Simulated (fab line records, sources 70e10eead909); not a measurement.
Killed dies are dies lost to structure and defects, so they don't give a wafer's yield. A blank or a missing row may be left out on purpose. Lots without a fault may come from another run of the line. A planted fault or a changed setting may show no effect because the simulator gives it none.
fab line records | flow nand_harc
record lots=6 wafers=18 last_day=24
route steps=1159 shown A_M0@1023 A_M1@1026
lots that met no fault: from a run of the same line without faults
start_h: hours from the record's first day to the start of the lot's first wafer shown | wait_h: hours since the lot's step before | " the same as in the row above | L1.1+2: a row that stands for several wafers | - no value, or no start given | * or withheld: withheld | < > ~ a bound
route shown NAME@n: a module of which the file shows steps, and the number in the route of the first | usual: mean/standard deviation of fault-free wafers | same: alike in all rows | chamber/n: place in a boat | sites: the reading at each site | _std_site: their standard deviation | _edge_site: outer sites' mean less inner sites' | radius_mm: how far each site lies from the wafer's centre | mask NAME#n: copy n | behind: the tool/chamber that last shaped the wafer | hold: why the lot was held/for how many hours/how that ended | device: the transistor (n, p or np) that didn't switch | end of line: the same wafers' tests at the end of the route | a step without rows: its recipe alone | killed: dies lost to structure and defects at the first sort, not the wafer's yield | map: a wafer's dies, x killed, . not, _ none there
set.NAME: the setting as run; set.NAME@STEP: as run at that earlier step | model.NAME: the simulator's own value behind a step, which no gauge read
lots at some steps of the route; a table a step, a row a wafer
services: from which hour (start_h, from the record's first day; less than 0 if before it) a tool's chamber was out of use, for how many hours, and why
## steps
# step NHARC_A_M0_INSPECT_27
# usual raw_defect_count=431/100
# columns lot.wafer tool chamber start_h wait_h raw_defect_count
L239.2 defect_inspect-02 - 414.71 0.0 380
L239.3 " - " " 290
L239.4 " - " " 391
L248.1 defect_inspect-01 - 461.26 0.0 417
L248.4 " - " " 462
L248.6 " - " " 383
L253.3 defect_inspect-01 - 490.97 0.0 478
L253.4 " - " " 476
L253.6 " - " " 402
L257.2 defect_inspect-01 - 516.38 0.0 352
L257.5 " - " " 236
L257.6 " - " " 386
L260.1 defect_inspect-02 - 532.94 0.0 454
L260.3 " - " " 358
L260.5 " - " " 376
L261.2 defect_inspect-02 - 545.32 0.0 257
L261.4 " - " " 483
L261.6 " - " " 391
# step NHARC_A_M0_PRE_CLEAN_31
# recipe time_s=12 temp_c=370 rf_power_w=300 gas=NH3
# usual heater_power_w=628/73 rf_fwd_power_W=292.6/0.81
# columns lot.wafer tool chamber start_h wait_h heater_power_w rf_fwd_power_W
L239.2 pecvd-01 1 414.78 0.1 704 294.4
L239.3 " 2 " " 603 291.4
L239.4 " 2 " " 602 292.4
L248.1 pecvd-04 0 461.58 0.3 609 293.6
L248.6 " 0 " " 605 293.2
L248.4 " 1 " " 527 293.4
L253.3 pecvd-04 1 491.06 0.1 608 293.3
L253.4 " 2 " " 575 293.3
L253.6 " 1 " " 599 291.8
L257.2 pecvd-04 2 516.48 0.1 539 291.8
L257.5 " 2 " " 526 292.7
L257.6 " 0 " " 667 291.7
L260.3 pecvd-01 1 533.01 0.1 735 294.7
L260.1 " 2 " " 600 292.9
L260.5 " 2 " " 589 291.7
L261.2 pecvd-01 0 545.38 0.1 692 291.9
L261.4 " 0 " " 681 290.6
L261.6 " 2 " " 588 292.5
# step NHARC_A_M0_DEP_32
# recipe target_thk_a=300 temp_c=370 target_thk_nm=30 pressure_torr=3 flow_sccm=200 rf_w=450 material=SiCN
# usual chamber_pressure_Torr=3.001/0.0065 heater_power_w=586/78 rf_fwd_power_W=449.3/1.4
# columns lot.wafer tool chamber start_h wait_h chamber_pressure_Torr heater_power_w rf_fwd_power_W
L239.2 pecvd-01 1 414.85 0.1 3.014 630 448.5
L239.3 " 2 " " 2.995 517 450.4
L239.4 " 2 " " 3.004 529 450.4
L248.1 pecvd-04 0 461.69 0.1 2.997 583 445.9
L248.6 " 0 " " 3.011 599 447.9
L248.4 " 1 " " 2.993 519 451.5
L253.3 pecvd-04 1 491.20 0.1 3.010 565 451.1
L253.4 " 2 " " 3.017 440 448.2
L253.6 " 1 " " 2.989 569 450.3
L257.2 pecvd-04 2 516.56 0.1 2.995 429 446.0
L257.5 " 2 " " 2.995 441 447.9
L257.6 " 0 " " 3.004 652 452.3
L260.3 pecvd-01 1 533.09 0.1 3.000 707 450.7
L260.1 " 2 " " 3.007 539 450.2
L260.5 " 2 " " 3.002 553 449.4
L261.2 pecvd-01 0 545.46 0.1 3.006 558 449.3
L261.4 " 0 " " 2.998 565 449.2
L261.6 " 2 " " 2.993 509 449.6
# step NHARC_A_M1_DEP_00
# recipe target_thk_a=1825 target_thk_nm=182.5 temp_c=withheld pressure_torr=5 flow_sccm=200 rf_w=600 material=SiOC
# step NHARC_A_M1_DEHYDRATE_01
# recipe temp_c=150 time_s=120
# step NHARC_A_M1_HMDS_02
# recipe time_s=30
# step NHARC_A_M1_COAT_34
# recipe temp_c=200 time_s=65
# step NHARC_A_M1_COAT_03
# recipe spin_rpm=1500 resist_thk_nm=90
# step NHARC_A_M1_SOFTBAKE_04
# recipe temp_c=105 time_s=55
# step NHARC_A_M1_EBR_05
# step NHARC_A_M1_EXPOSE_06
# recipe na=1.35 target_cd_nm=120 dose_mj=75.13 mask_id=A_M1
# step NHARC_A_M1_PEB_07
# recipe peb_temp_c=100 peb_time_s=65
# usual exhaust_pa=44.9/0.86 heater_power_total_W=156.6/0.41
# columns lot.wafer tool chamber start_h wait_h exhaust_pa heater_power_total_W
L239.2 litho_track-06 0 416.01 0.1 43.8 156.8
L239.3 " 0 " " 44.1 157.2
L239.4 " 0 " " 45.1 156.5
L248.1 litho_track-01 0 462.67 0.1 45.4 156.2
L248.4 " 0 " " 45.9 156.7
L248.6 " 0 " " 45.4 157.1
L253.3 litho_track-01 0 492.34 0.0 45.4 167.1
L253.4 " 0 " " 45.2 166.6
L253.6 " 0 " " 44.6 156.2
L257.2 litho_track-01 0 517.80 0.1 44.0 167.1
L257.5 " 0 " " 44.6 156.7
L257.6 " 0 " " 44.5 155.9
L260.1 litho_track-06 0 534.40 0.1 45.6 156.9
L260.3 " 0 " " 44.3 156.5
L260.5 " 0 " " 46.2 156.1
L261.2 litho_track-04 0 546.64 0.1 46.7 156.6
L261.4 " 0 " " 45.9 156.5
L261.6 " 0 " " 46.5 156.9
# step NHARC_A_M1_DEVELOP_08
# recipe develop_time_s=35 dev_temp_c=23
# step NHARC_A_M1_CD_MEAS_09
# recipe target_cd_nm=120 landing_energy_ev=500
# usual cd_nm=119.8/0.47
# columns lot.wafer tool chamber start_h wait_h cd_nm
L239.2 cd_sem-03 0 416.09 - 119.5
L239.3 " 0 " " 119.5
L239.4 " 0 " " 119.2
L248.1 cd_sem-03 0 462.75 - 119.8
L248.4 " 0 " " 118.9
L248.6 " 0 " " 119.0
L253.3 cd_sem-01 0 492.42 - 115.0
L253.4 " 0 " " 115.4
L253.6 " 0 " " 119.6
L257.2 cd_sem-03 0 517.88 - 115.6
L257.5 " 0 " " 119.7
L257.6 " 0 " " 120.2
L260.1 cd_sem-03 0 534.48 - 120.7
L260.3 " 0 " " 119.8
L260.5 " 0 " " 119.4
L261.2 cd_sem-02 0 546.72 - 120.6
L261.4 " 0 " " 119.1
L261.6 " 0 " " 119.7
# step NHARC_A_M1_OVL_MEAS_10
# recipe pitch_nm=240
# usual overlay_x_nm=0.2/0.92 overlay_y_nm=0.1/0.83
# columns lot.wafer tool chamber start_h wait_h overlay_x_nm overlay_y_nm
L239.2 overlay-02 - 416.17 - 0.1 1.6
L239.3 " - " " 0.4 0.8
L239.4 " - " " 0.2 0.8
L248.1 overlay-02 - 462.84 - 0.0 0.5
L248.4 " - " " 0.3 0.5
L248.6 " - " " 0.2 0.9
L253.3 overlay-01 - 492.52 - 0.9 0.2
L253.4 " - " " 1.8 0.5
L253.6 " - " " 1.0 1.0
L257.2 overlay-02 - 517.98 - 0.5 -0.9
L257.5 " - " " 0.5 -0.2
L257.6 " - " " 1.0 0.2
L260.1 overlay-02 - 534.56 - 0.3 -0.4
L260.3 " - " " -0.1 -0.1
L260.5 " - " " 0.2 -0.7
L261.2 overlay-02 - 546.81 - -1.3 -0.8
L261.4 " - " " -1.6 -0.4
L261.6 " - " " -1.7 -0.7
# step NHARC_A_M1_INSPECT_11
# usual raw_defect_count=30/11
# columns lot.wafer tool chamber start_h wait_h raw_defect_count
L239.2 defect_inspect-01 - 416.21 0.0 32
L239.3 " - " " 34
L239.4 " - " " 29
L248.1 defect_inspect-01 - 462.89 0.1 29
L248.4 " - " " 26
L248.6 " - " " 26
L253.3 defect_inspect-01 - 492.55 0.0 22
L253.4 " - " " 20
L253.6 " - " " 21
L257.2 defect_inspect-02 - 518.01 0.0 34
L257.5 " - " " 38
L257.6 " - " " 31
L260.1 defect_inspect-01 - 534.60 0.0 33
L260.3 " - " " 21
L260.5 " - " " 22
L261.2 defect_inspect-01 - 546.84 0.0 17
L261.4 " - " " 23
L261.6 " - " " 19
# step NHARC_A_M1_DESCUM_14
# recipe time_s=3 o2_flow_sccm=200 ar_flow_sccm=0 bias_power_w=0 chemistry=O2
# usual drypump_motor_current_A=5.8/0.44 oes_product_au=1.005/0.0092 rf_vpp_V=57.7/0.94 showerhead_plenum_p_Torr=1.89/0.069 throttle_valve_pct=11.312/0.0087
# columns lot.wafer tool chamber start_h wait_h drypump_motor_current_A oes_product_au rf_hours_counter_h rf_vpp_V showerhead_plenum_p_Torr throttle_valve_pct model.A_M1.cd_nm
L239.3 rie_diel-01 2 416.27 0.1 5.8 0.988 2 55.3 1.79 11.310 119.4
L239.4 " 3 " " 6.5 0.999 2 57.3 1.87 11.311 119.5
L239.2 " 1 " " 5.8 1.017 2 55.7 1.86 11.310 119.8
L248.1 rie_diel-11 0 462.97 0.1 6.3 1.011 5 56.9 1.91 11.308 119.9
L248.4 " 1 " " 6.1 0.998 5 58.1 1.98 11.306 118.5
L248.6 " 3 " " 5.6 1.012 - 58.0 1.91 11.310 118.8
L253.3 rie_diel-06 3 492.61 0.1 5.9 1.019 5 58.8 1.98 11.308 114.8
L253.4 " 1 " " 5.2 1.017 6 57.9 1.77 11.311 114.8
L253.6 " 0 " " 4.9 0.993 - 57.1 1.85 11.305 119.6
L257.2 rie_diel-11 2 518.10 0.1 6.2 1.011 10 58.4 1.98 11.306 115.4
L257.6 " 0 " " 6.3 1.004 - 59.1 1.91 11.308 120.2
L257.5 " 1 " " 6.1 1.008 - 59.0 1.98 11.322 119.7
L260.3 rie_diel-06 2 534.67 0.1 5.8 0.991 9 57.7 1.85 11.309 119.7
L260.1 " 0 " " 5.0 0.976 8 57.5 1.85 11.315 120.6
L260.5 " 1 " " 5.2 1.002 - 57.6 1.77 11.327 119.3
L261.2 rie_diel-01 0 546.90 0.1 5.9 1.016 1 57.0 1.89 11.302 120.3
L261.4 " 1 " " 5.8 0.999 1 60.1 1.86 11.309 119.2
L261.6 " 0 " " 5.9 1.013 - 57.6 1.89 11.303 119.8
# step NHARC_A_M1_ETCH_35
# recipe target_depth_a=400 overetch_a=120 time_s=43.94 ion_energy_ev=200 n2_flow_sccm=150 h2_flow_sccm=150 ar_flow_sccm=0 rf_w=400 bias_w=150 chemistry=N2/H2
# usual drypump_motor_current_A=5.8/0.44 oes_product_au=1.004/0.0093 rf_fwd_power_W=395.6/1.6 rf_vpp_V=429.7/2.3 showerhead_plenum_p_Torr=2.01/0.077 throttle_valve_pct=14.170/0.0088
# columns lot.wafer tool chamber start_h wait_h drypump_motor_current_A oes_product_au rf_fwd_power_W rf_hours_counter_h rf_vpp_V showerhead_plenum_p_Torr throttle_valve_pct
L239.4 rie_diel-01 1 416.36 0.1 5.8 1.008 395.4 2 429.4 1.99 14.180
L239.2 " 2 " " 5.8 0.995 393.7 2 426.7 1.90 14.191
L239.3 " 0 " " 5.9 1.000 397.8 2 429.9 2.02 14.170
L248.1 rie_diel-11 1 463.04 0.1 6.1 1.007 396.7 5 429.7 2.11 14.163
L248.4 " 3 " " 5.6 1.019 393.8 5 431.0 2.03 14.163
L248.6 " 1 " " 6.1 1.012 397.7 - 431.6 2.11 14.186
L253.3 rie_diel-06 1 492.70 0.1 5.2 1.014 395.0 6 425.7 1.89 14.165
L253.4 " 3 " " 6.0 1.003 394.9 5 432.2 2.11 14.161
L253.6 " 1 " " 5.2 1.019 395.2 - 425.8 1.89 14.172
L257.2 rie_diel-11 1 518.17 0.1 6.1 1.016 395.7 10 432.5 2.11 14.156
L257.5 " 1 " " 6.1 1.017 397.1 - 432.1 2.11 14.171
L257.6 " 2 " " 6.3 1.023 394.2 - 433.2 2.12 14.172
L260.3 rie_diel-06 1 534.75 0.1 5.2 1.028 396.2 9 427.3 1.89 14.174
L260.1 " 0 " " 5.0 0.979 398.8 8 428.2 1.96 14.167
L260.5 " 1 " " 5.2 1.015 396.1 - 426.5 1.89 14.182
L261.2 rie_diel-01 2 546.99 0.1 5.8 1.000 394.0 1 426.6 1.90 14.172
L261.4 " 0 " " 5.9 1.011 396.2 1 430.1 2.02 14.176
L261.6 " 3 " " 6.5 0.997 393.7 - 429.3 1.99 14.164
# step NHARC_A_M1_ETCH_15
# recipe target_depth_a=1825 time_s=91.2 c4f8_flow_sccm=withheld ar_flow_sccm=400 rf_w=600 bias_w=300 chemistry=C4F8/Ar
# usual oes_product_au=0.959/0.021 rf_fwd_power_W=596.2/2.1 rf_vpp_V=440.1/2.2
# columns lot.wafer tool chamber start_h wait_h oes_product_au rf_fwd_power_W rf_hours_counter_h rf_vpp_V
L239.3 rie_diel-01 0 - - 0.979 597.2 2 440.2
L239.2 " 1 " " 0.983 595.1 2 439.5
L239.4 " 2 " " 0.952 596.6 2 437.8
L248.4 rie_diel-11 0 - - 0.988 593.9 5 442.0
L248.1 " 3 " " 0.967 593.1 5 439.3
L248.6 " 1 " " 0.974 595.3 - 443.3
L253.4 rie_diel-06 3 - - 0.965 598.7 5 443.5
L253.3 " 0 " " 0.948 596.7 6 440.0
L253.6 " 3 " " 0.958 598.0 - 443.3
L257.2 rie_diel-11 0 - - 0.958 594.1 10 439.0
L257.6 " 0 " " 0.963 597.4 - 440.3
L257.5 " 2 " " 0.971 595.5 - 442.8
L260.1 rie_diel-06 2 - - 0.934 600.0 9 439.0
L260.3 " 3 " " 0.932 594.3 8 443.6
L260.5 " 0 " " 0.908 598.7 - 440.1
L261.2 rie_diel-01 1 - - 0.952 595.0 1 439.7
L261.4 " 2 " " 0.971 595.7 1 436.5
L261.6 " 1 " " 0.958 595.4 - 439.8
# step NHARC_A_M1_CD_MEAS_16
# usual cd_nm=119.7/0.62
# columns lot.wafer tool chamber start_h wait_h cd_nm
L239.2 cd_sem-03 - 416.58 - 120.6
L239.3 " - " " 119.7
L239.4 " - " " 119.8
L248.1 cd_sem-01 - 463.26 - 120.5
L248.4 " - " " 118.6
L248.6 " - " " 119.0
L253.3 cd_sem-01 - 492.92 - 115.1
L253.4 " - " " 114.8
L253.6 " - " " 119.4
L257.2 cd_sem-02 - 518.42 - 115.8
L257.5 " - " " 119.5
L257.6 " - " " 120.0
L260.1 cd_sem-03 - 534.96 - 119.8
L260.3 " - " " 119.6
L260.5 " - " " 119.2
L261.2 cd_sem-03 - 547.21 - 120.6
L261.4 " - " " 119.2
L261.6 " - " " 119.8
# step NHARC_A_M1_STRIP_18
# recipe power_w=1000 n2_flow_sccm=150 h2_flow_sccm=150 ar_flow_sccm=0 bias_w=0 chemistry=N2/H2
# usual drypump_motor_current_A=6.0/0.35 oes_product_au=1.006/0.0089 rf_fwd_power_W=998/3.1 rf_vpp_V=90.6/0.84 showerhead_plenum_p_Torr=2.02/0.069 throttle_valve_pct=14.171/0.0094
# columns lot.wafer tool chamber start_h wait_h drypump_motor_current_A oes_product_au rf_fwd_power_W rf_hours_counter_h rf_vpp_V showerhead_plenum_p_Torr throttle_valve_pct
L239.3 rie_diel-11 0 416.68 0.1 6.3 1.006 1002 3 91.0 2.04 14.171
L239.2 " 1 " " 6.1 0.993 997 3 90.9 2.11 14.157
L239.4 " 2 " " 6.3 1.006 994 3 91.3 2.12 14.177
L248.4 rie_diel-01 0 463.33 0.1 5.9 1.001 999 4 89.0 2.02 14.175
L248.1 " 3 " " 6.5 1.006 995 3 91.3 1.99 14.163
L248.6 " 0 " " 5.9 0.996 998 - 89.2 2.02 14.161
L253.3 rie_diel-11 0 492.99 0.1 6.3 0.985 997 8 91.1 2.03 14.159
L253.4 " 3 " " 5.6 0.996 994 7 90.3 2.03 14.180
L253.6 " 0 " " 6.3 0.998 996 - 91.6 2.03 14.160
L257.2 rie_diel-11 2 518.56 0.1 6.3 1.015 1004 10 91.7 2.12 14.151
L257.6 " 1 " " 6.1 1.006 995 - 91.1 2.11 14.167
L257.5 " 2 " " 6.3 1.012 997 - 90.5 2.12 14.168
L260.1 rie_diel-11 1 535.06 0.1 6.1 1.019 998 11 92.3 2.11 14.158
L260.3 " 2 " " 6.2 1.019 995 10 91.4 2.12 14.176
L260.5 " 1 " " 6.1 1.015 993 - 91.3 2.11 14.158
L261.2 rie_diel-06 3 547.31 0.1 5.9 1.001 992 9 90.5 2.11 14.182
L261.4 " 1 " " 5.2 1.020 1002 10 90.5 1.89 14.166
L261.6 " 2 " " 5.8 0.995 1002 - 91.4 1.97 14.149
# step NHARC_A_M1_ETCH_28
# recipe target_depth_a=300 over_etch_frac=0.3 time_s=72.99 ion_energy_ev=150 cf4_flow_sccm=50 n2_flow_sccm=100 ar_flow_sccm=150 rf_w=300 bias_w=100 chemistry=CF4/N2
# usual drypump_motor_current_A=6.0/0.35 oes_product_au=1.004/0.009 rf_fwd_power_W=297.6/1.2 rf_vpp_V=314.0/1.7 showerhead_plenum_p_Torr=2.61/0.081 throttle_valve_pct=19.795/0.0094
# columns lot.wafer tool chamber start_h wait_h drypump_motor_current_A oes_product_au rf_fwd_power_W rf_hours_counter_h rf_vpp_V showerhead_plenum_p_Torr throttle_valve_pct model.A_M1.cd_nm
L239.2 rie_diel-11 0 - - 6.3 1.010 298.7 3 313.1 2.62 19.780 120.1
L239.4 " 2 " " 6.3 0.999 296.3 3 316.6 2.72 19.800 119.6
L239.3 " 3 " " 5.7 1.005 299.8 2 314.7 2.62 19.808 119
L248.4 rie_diel-01 1 - - 5.8 1.005 298.6 3 313.8 2.56 19.783 119.2
L248.1 " 3 " " 6.5 0.996 296.9 3 311.3 2.57 19.799 119.9
L248.6 " 0 " " 5.9 1.001 298.3 - 312.1 2.60 19.801 119.8
L253.4 rie_diel-11 3 - - 5.6 1.013 296.2 7 314.0 2.62 19.785 115.2
L253.3 " 0 " " 6.3 1.004 296.5 8 314.5 2.62 19.795 114.3
L253.6 " 0 " " 6.3 1.013 296.3 - 312.6 2.62 19.797 119.4
L257.2 rie_diel-11 2 - - 6.3 1.016 298.6 10 315.5 2.72 19.783 115.5
L257.6 " 2 " " 6.3 1.023 298.2 - 316.8 2.72 19.804 119.9
L257.5 " 0 " " 6.3 0.985 298.0 - 316.2 2.62 19.808 119.5
L260.3 rie_diel-11 0 - - 6.3 1.006 298.8 11 315.0 2.62 19.812 119.4
L260.1 " 1 " " 6.1 1.014 296.7 11 315.8 2.71 19.794 120.2
L260.5 " 3 " " 5.6 1.015 298.1 - 314.0 2.62 19.810 119
L261.2 rie_diel-06 3 - - 6.0 0.999 299.1 9 315.8 2.71 19.784 120.8
L261.4 " 0 " " 4.9 0.998 298.9 9 313.6 2.54 19.807 119.7
L261.6 " 2 " " 5.8 1.010 300.0 - 311.3 2.54 19.789 119.7
# step NHARC_A_M1_STRIP_19
# recipe time_s=600 temp_c=30 chemistry=post_etch_residue_remover
## services
# columns tool chamber start_h hours kind
rie_diel-11 0 400.21 - clean
rie_diel-11 1 400.21 - clean
rie_diel-11 2 400.21 - clean
rie_diel-06 1 417.02 8.2 repair
pecvd-01 - 418.10 13.0 pm
rie_diel-06 - 418.65 9.0 pm
pecvd-01 0 431.98 5.9 repair
pecvd-04 - 439.27 1.4 repair
rie_diel-06 3 442.67 11.7 repair
litho_track-01 - 443.00 7.0 pm
rie_diel-01 1 445.81 4.6 repair
rie_diel-01 1 466.63 18.2 repair
litho_track-06 - 467.00 7.0 pm
rie_diel-11 1 483.04 8.5 repair
rie_diel-01 2 484.28 4.4 repair
rie_diel-01 2 490.46 9.9 repair
litho_track-04 - 491.00 7.0 pm
rie_diel-01 - 491.85 9.0 pm
rie_diel-06 0 493.30 12.6 repair
rie_diel-01 0 503.04 8.4 repair
rie_diel-01 2 505.01 3.8 repair
rie_diel-11 3 510.74 8.1 repair
pecvd-04 1 526.64 14.5 repair
rie_diel-11 - 543.50 9.0 pm
## key
first_sign step=NHARC_A_M1_PEB_07 reading=heater_power_total_W direction=up sigmas=25 usual=* struck=*
effect step=NHARC_A_M1_CD_MEAS_09 reading=cd_nm direction=down sigmas=9.3 usual=119.8 struck=115.3
effect step=NHARC_A_M1_CD_MEAS_16 reading=cd_nm direction=down sigmas=7.2 usual=119.7 struck=115.2
model_effect step=NHARC_A_M1_DESCUM_14 value=A_M1.cd_nm without=118.9 struck=115
model_effect step=NHARC_A_M1_ETCH_28 value=A_M1.cd_nm without=118.9 struck=115
met_at NHARC_A_M1_PEB_07
struck_wafers L253.3,L253.4,L257.2
onset_between 462.67 492.34
fault kind=process_parameter_drift tool=litho_track-01 chamber=- onset_h=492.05 steps=NHARC_A_M1_PEB_07 channel=peb_time_s offset=* shape=step end_h=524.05 scope=struck_wafers_only acts_in=* stated=*
